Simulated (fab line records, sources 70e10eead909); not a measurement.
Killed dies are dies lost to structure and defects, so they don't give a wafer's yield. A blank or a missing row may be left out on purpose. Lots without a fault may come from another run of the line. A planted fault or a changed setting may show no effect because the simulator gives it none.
Chamber matching | flow nand_harc | NHARC_A_STAIRCASE_CMP_450 on cmp-02: 4 sister chambers
The step polishes SiO2, target thk 200 nm. 16 wafers are shown with their chamber, then 8 later ones without.

WAFERS WITH THEIR CHAMBER
wafer  | chamber | motor_current_A (A) | slurry_filter_dp_kPa (kPa)
L075.2 | 3       | 13.0                | 13.37
L075.3 | 1       | 13.6                | 13.83
L075.6 | 1       | 13.2                | 13.36
L074.4 | 3       | 12.5                | 13.76
L074.5 | 1       | 13.1                | 13.46
L074.6 | 0       | 13.3                | 13.52
L077.2 | 1       | 13.6                | 13.48
L077.4 | 3       | 11.5                | 13.33
L077.5 | 1       | 13.1                | 13.59
L078.1 | 1       | 12.6                | 13.59
L078.4 | 3       | 12.2                | 13.50
L078.5 | 0       | 13.4                | 13.30
L084.2 | 2       | 11.7                | 13.44
L084.3 | 0       | 13.2                | 13.56
L084.6 | 3       | 12.0                | 13.55
L091.1 | 1       | 13.5                | 13.44

SIGNATURES (means of the wafers above)
reading              | chamber 0 | chamber 1 | chamber 2 | chamber 3 | scatter within a chamber
motor_current_A      | 13.300    | 13.243    | 11.700    | 12.240    | 0.413
slurry_filter_dp_kPa | 13.4600   | 13.5357   | 13.4400   | 13.5020   | 0.157
Rule: a wafer's distance from a chamber is the root of the sum, over the readings, of the square of ((its reading less the chamber's mean) divided by the reading's scatter). The wafer belongs to the nearest chamber; if the next one is less than 2 further off, it can't be placed. The scatter: the root of (the sum of the squares of (reading less its chamber's mean) over the shown wafers, divided by (wafers less chambers)).

WAFERS WITHOUT THEIR CHAMBER
wafer  | motor_current_A (A) | slurry_filter_dp_kPa (kPa)
L091.2 | 13.0                | 13.40
L091.6 | 12.3                | 13.63
L096.1 | 13.0                | 13.44
L096.3 | 12.8                | 13.38
L096.6 | 10.9                | 13.59
L097.3 | 11.5                | 13.46
L097.4 | 12.9                | 13.75
L097.6 | 12.8                | 13.48

WHICH CHAMBER EACH WENT THROUGH
wafer  | from the rows above               | in truth
L091.2 | can't be placed: 0 or 1 or 3      | 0
L091.6 | can't be placed: 3 or 2 or 1 or 0 | 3
L096.1 | can't be placed: 0 or 1 or 3      | 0
L096.3 | can't be placed: 0 or 1 or 3 or 2 | 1
L096.6 | can't be placed: 2 or 3           | 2
L097.3 | can't be placed: 2 or 3           | 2
L097.4 | can't be placed: 1 or 0 or 3 or 2 | 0
L097.6 | can't be placed: 1 or 0 or 3 or 2 | 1
Placed correctly: 0 of 8. Can't be placed from these rows: 8 (the true chamber is among the candidates in 8). Placed wrongly: 0.
